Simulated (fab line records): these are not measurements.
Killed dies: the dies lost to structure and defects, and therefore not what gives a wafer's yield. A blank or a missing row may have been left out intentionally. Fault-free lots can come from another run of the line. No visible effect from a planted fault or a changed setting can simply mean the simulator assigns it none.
One fault through the eyes of 2 desks ; flow n5_finfet ; each desk has only its own numbers; what lay behind them comes last

== THE METROLOGY DESK ==
What the gauges read for every lot (on any tool): the sampled wafers with a number, averaged. Marked OUT: a lot whose mean sits more than 4 standard deviations from the usual mean, which makes it out of limits; the brackets give that distance. Only the readings that lie furthest out on some lot appear, 7 of the 10 it has.
Columns: A = DIBL_N at N5_BEOL_M4_RC_MEAS_101, usual 36.1 mV/V; B = DIBL_P at N5_BEOL_M4_RC_MEAS_101, usual 35.8 mV/V; C = IOFF_N at N5_BEOL_M4_RC_MEAS_101, usual 0.16 nA/um; D = IOFF_P at N5_BEOL_M4_RC_MEAS_101, usual 0.21 nA/um; E = SS_N at N5_BEOL_M4_RC_MEAS_101, usual 71.4 mV/dec; F = SS_P at N5_BEOL_M4_RC_MEAS_101, usual 73.3 mV/dec; G = VT_P at N5_BEOL_M4_RC_MEAS_101, usual -250 mV
lot;first seen here;A;B;C;D;E;F;G
L999;day 10 12:01;36.7;35.6;0.14;0.21;71.5;73.3;-248
L101;day 10 19:07;34.9;35.1;0.13;0.17;70.8;72.5;-255
L103;day 11 10:56;34.8;33.7;0.14;0.18;71.2;72.9;-252
L114;day 13 22:02;34.7;35.6;0.16;0.19;71.5;73.6;-250
Result from this desk: across the 4 lots, nothing is out of limits.

== FOR THE TOOL OWNER'S DESK: rie_diel-01 ==
The tool's own readings at N5_MOL_CONTACT_COAG_ETCH_15 (etches SiNx in CH3F/O2, stops on Si:P, target depth 7 nm): means of the sampled wafers that have a number, for each lot that ran on this tool. Marked OUT: a lot whose mean sits more than 4 standard deviations from the usual mean, which makes it out of limits; the brackets give that distance.
Columns: A = drypump_motor_current_A at N5_MOL_CONTACT_COAG_ETCH_15, usual 5.9 A; B = oes_product_au at N5_MOL_CONTACT_COAG_ETCH_15, usual 0.57 a.u.; C = rf_fwd_power_W at N5_MOL_CONTACT_COAG_ETCH_15, usual 391.7 W; D = rf_vpp_V at N5_MOL_CONTACT_COAG_ETCH_15, usual 296 V; E = showerhead_plenum_p_Torr at N5_MOL_CONTACT_COAG_ETCH_15, usual 2.02 Torr; F = throttle_valve_pct at N5_MOL_CONTACT_COAG_ETCH_15, usual 16.42 %
lot;first seen here;A;B;C;D;E;F
L999;day 6 16:47;6.2;0.58;392.3;301;2.01;16.47
L101;day 7 07:28;6.1;0.51;392.3;301;2.01;16.46
L103;day 7 19:07;6.0;0.51;392.5;295;1.95;16.26
Result from this desk: across the 3 lots, nothing is out of limits.

== ALL TOGETHER ==
From the metrology desk's view, nothing was out of limits.
The tool owner's desk saw nothing out of limits.

== WHAT THE SIMULATOR HAD INSERTED ==
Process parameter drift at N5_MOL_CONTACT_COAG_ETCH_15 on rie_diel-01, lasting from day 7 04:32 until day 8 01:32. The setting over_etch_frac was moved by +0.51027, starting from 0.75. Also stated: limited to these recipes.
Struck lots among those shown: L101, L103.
